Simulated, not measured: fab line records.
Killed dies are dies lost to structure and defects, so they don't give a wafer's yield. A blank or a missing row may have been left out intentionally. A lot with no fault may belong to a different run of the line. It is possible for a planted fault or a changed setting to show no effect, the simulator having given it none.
Matching of chambers / flow n5Finfet / uvCure-02 running N5_BEOL_M9_CURE_71: 3 sister chambers
The step cures SiCOH lowk, time 240 s. 24 wafers are shown with their chamber, then 12 later ones without.

EACH WAFER AND ITS CHAMBER
wafer=L078.2; chamber=2; wafer_temp_C_max=387.0; lampPowerPct (%)=52.16
wafer=L078.3; chamber=2; wafer_temp_C_max=388.1; lampPowerPct (%)=52.26
wafer=L078.5; chamber=2; wafer_temp_C_max=387.4; lampPowerPct (%)=52.35
wafer=L076.1; chamber=2; wafer_temp_C_max=387.9; lampPowerPct (%)=52.28
wafer=L076.2; chamber=2; wafer_temp_C_max=388.1; lampPowerPct (%)=52.39
wafer=L076.3; chamber=2; wafer_temp_C_max=387.2; lampPowerPct (%)=52.34
wafer=L081.2; chamber=1; wafer_temp_C_max=386.6; lampPowerPct (%)=52.32
wafer=L081.3; chamber=1; wafer_temp_C_max=386.2; lampPowerPct (%)=52.39
wafer=L081.4; chamber=1; wafer_temp_C_max=386.5; lampPowerPct (%)=52.29
wafer=L082.1; chamber=2; wafer_temp_C_max=387.2; lampPowerPct (%)=52.33
wafer=L082.2; chamber=2; wafer_temp_C_max=387.4; lampPowerPct (%)=52.31
wafer=L082.4; chamber=2; wafer_temp_C_max=387.6; lampPowerPct (%)=52.28
wafer=L084.1; chamber=0; wafer_temp_C_max=386.9; lampPowerPct (%)=52.18
wafer=L084.5; chamber=0; wafer_temp_C_max=386.6; lampPowerPct (%)=52.34
wafer=L084.6; chamber=0; wafer_temp_C_max=386.9; lampPowerPct (%)=52.33
wafer=L085.4; chamber=1; wafer_temp_C_max=387.0; lampPowerPct (%)=52.38
wafer=L085.5; chamber=1; wafer_temp_C_max=386.8; lampPowerPct (%)=52.33
wafer=L085.6; chamber=1; wafer_temp_C_max=386.7; lampPowerPct (%)=52.28
wafer=L090.3; chamber=1; wafer_temp_C_max=386.8; lampPowerPct (%)=52.31
wafer=L090.4; chamber=1; wafer_temp_C_max=387.2; lampPowerPct (%)=52.29
wafer=L090.6; chamber=1; wafer_temp_C_max=386.6; lampPowerPct (%)=52.32
wafer=L091.1; chamber=1; wafer_temp_C_max=387.0; lampPowerPct (%)=52.32
wafer=L091.3; chamber=1; wafer_temp_C_max=386.5; lampPowerPct (%)=52.32
wafer=L091.5; chamber=1; wafer_temp_C_max=386.5; lampPowerPct (%)=52.29

SIGNATURES (means of the wafers above)
reading=wafer_temp_C_max; chamber 0=386.800; chamber 1=386.700; chamber 2=387.544; scatter within a chamber=0.325
reading=lampPowerPct; chamber 0=52.2833; chamber 1=52.3200; chamber 2=52.3000; scatter within a chamber=0.0553
Rule: distance of a wafer from a chamber = root of the sum over the readings of ((wafer's reading minus chamber's mean) / reading's scatter) squared. If the next closest chamber is less than 2 further off than the closest, the wafer can't be placed; otherwise it belongs to the closest. The scatter: take each reading less its chamber's mean, square it, sum over the shown wafers, divide by the number of wafers less the number of chambers, and take the root.

WAFERS WHOSE CHAMBER IS MISSING
wafer=L092.1; wafer_temp_C_max=387.9; lampPowerPct (%)=52.30
wafer=L092.2; wafer_temp_C_max=387.4; lampPowerPct (%)=52.36
wafer=L092.6; wafer_temp_C_max=386.8; lampPowerPct (%)=52.29
wafer=L094.1; wafer_temp_C_max=387.0; lampPowerPct (%)=52.36
wafer=L094.5; wafer_temp_C_max=386.6; lampPowerPct (%)=52.28
wafer=L094.6; wafer_temp_C_max=386.1; lampPowerPct (%)=52.32
wafer=L096.1; wafer_temp_C_max=387.9; lampPowerPct (%)=52.23
wafer=L096.2; wafer_temp_C_max=387.9; lampPowerPct (%)=52.34
wafer=L096.5; wafer_temp_C_max=387.3; lampPowerPct (%)=52.22
wafer=L097.2; wafer_temp_C_max=386.7; lampPowerPct (%)=52.26
wafer=L097.3; wafer_temp_C_max=386.8; lampPowerPct (%)=52.37
wafer=L097.6; wafer_temp_C_max=387.6; lampPowerPct (%)=52.35

CHAMBER TAKEN BY EACH
wafer=L092.1; from the rows above=2; in truth=2
wafer=L092.2; from the rows above=can't be placed: 2 or 1 or 0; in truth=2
wafer=L092.6; from the rows above=can't be placed: 0 or 1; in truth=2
wafer=L094.1; from the rows above=can't be placed: 1 or 0 or 2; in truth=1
wafer=L094.5; from the rows above=can't be placed: 0 or 1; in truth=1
wafer=L094.6; from the rows above=can't be placed: 1 or 0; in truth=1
wafer=L096.1; from the rows above=can't be placed: 2 or 0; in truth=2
wafer=L096.2; from the rows above=2; in truth=2
wafer=L096.5; from the rows above=can't be placed: 2 or 0 or 1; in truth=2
wafer=L097.2; from the rows above=can't be placed: 0 or 1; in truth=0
wafer=L097.3; from the rows above=can't be placed: 1 or 0 or 2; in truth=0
wafer=L097.6; from the rows above=can't be placed: 2 or 0 or 1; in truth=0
Correct placement for 2 of the 12. Can't be placed from these rows: 10 (the true chamber is among the candidates in 9). 0 placed wrongly.
